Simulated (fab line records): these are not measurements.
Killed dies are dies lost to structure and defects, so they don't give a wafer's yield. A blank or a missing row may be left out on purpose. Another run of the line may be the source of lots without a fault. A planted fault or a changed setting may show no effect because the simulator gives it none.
Matching of chambers :: flow nand-harc :: NHARC_A_BLC_ALD_23 on ald-metal-04: 4 sister chambers
The step deposits TiN, target thk 3 nm, pulse time 1 s, ald cycles 150. 8 wafers are shown with their chamber, then 11 later ones without.

== WAFERS WITH THEIR CHAMBER ==
wafer: L087.4
chamber: 1
heater-power-w (W): 1090
precursor-pulse-height-rel: 0.990

wafer: L087.5
chamber: 0
heater-power-w (W): 1058
precursor-pulse-height-rel: 1.020

wafer: L089.3
chamber: 2
heater-power-w (W): 1102
precursor-pulse-height-rel: 1.026

wafer: L089.6
chamber: 0
heater-power-w (W): 1047
precursor-pulse-height-rel: 0.987

wafer: L090.1
chamber: 1
heater-power-w (W): 1100
precursor-pulse-height-rel: 0.997

wafer: L090.4
chamber: 2
heater-power-w (W): 1129
precursor-pulse-height-rel: 0.991

wafer: L090.5
chamber: 3
heater-power-w (W): 1097
precursor-pulse-height-rel: 1.025

wafer: L090.2
chamber: 3
heater-power-w (W): 1141
precursor-pulse-height-rel: 0.981

== WAFERS WITHOUT THEIR CHAMBER ==
wafer: L090.3
heater-power-w (W): 1012
precursor-pulse-height-rel: 1.000

wafer: L090.6
heater-power-w (W): 1097
precursor-pulse-height-rel: 0.991

wafer: L092.3
heater-power-w (W): 1032
precursor-pulse-height-rel: 1.012

wafer: L092.5
heater-power-w (W): 1140
precursor-pulse-height-rel: 1.004

wafer: L092.6
heater-power-w (W): 1059
precursor-pulse-height-rel: 0.993

wafer: L097.1
heater-power-w (W): 1116
precursor-pulse-height-rel: 1.002

wafer: L097.2
heater-power-w (W): 1088
precursor-pulse-height-rel: 0.988

wafer: L097.6
heater-power-w (W): 1096
precursor-pulse-height-rel: 1.003

wafer: L096.2
heater-power-w (W): 1130
precursor-pulse-height-rel: 1.013

wafer: L096.4
heater-power-w (W): 1126
precursor-pulse-height-rel: 0.987

wafer: L096.5
heater-power-w (W): 1039
precursor-pulse-height-rel: 0.990

== EACH ONE'S CHAMBER ==
wafer: L090.3
from the rows above: 0
in truth: 0

wafer: L090.6
from the rows above: can't be placed: 1 or 2 or 3
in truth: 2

wafer: L092.3
from the rows above: 0
in truth: 0

wafer: L092.5
from the rows above: can't be placed: 3 or 2 or 1
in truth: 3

wafer: L092.6
from the rows above: can't be placed: 0 or 1
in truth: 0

wafer: L097.1
from the rows above: can't be placed: 3 or 2 or 1
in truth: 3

wafer: L097.2
from the rows above: can't be placed: 1 or 2 or 3 or 0
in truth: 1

wafer: L097.6
from the rows above: can't be placed: 1 or 2 or 3 or 0
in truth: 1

wafer: L096.2
from the rows above: can't be placed: 3 or 2 or 1
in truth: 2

wafer: L096.4
from the rows above: can't be placed: 3 or 2 or 1
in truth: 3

wafer: L096.5
from the rows above: 0
in truth: 0
Placed correctly: 3 of 11. Unplaceable from these rows: 8, with the true chamber sitting among the candidates in 8. Placed wrongly: 0.
How it was worked out, from the rows above alone: a wafer's distance from a chamber is the root of the sum, over the readings, of the square of ((its reading less the chamber's mean) divided by the reading's scatter). If the next closest chamber is less than 2 further off than the closest, the wafer can't be placed; otherwise it belongs to the closest. A chamber's mean is the mean of its shown wafers. How the scatter is found: for the shown wafers, subtract from each reading the mean of its chamber, square and add these, divide the total by (wafers less chambers), then take the root.
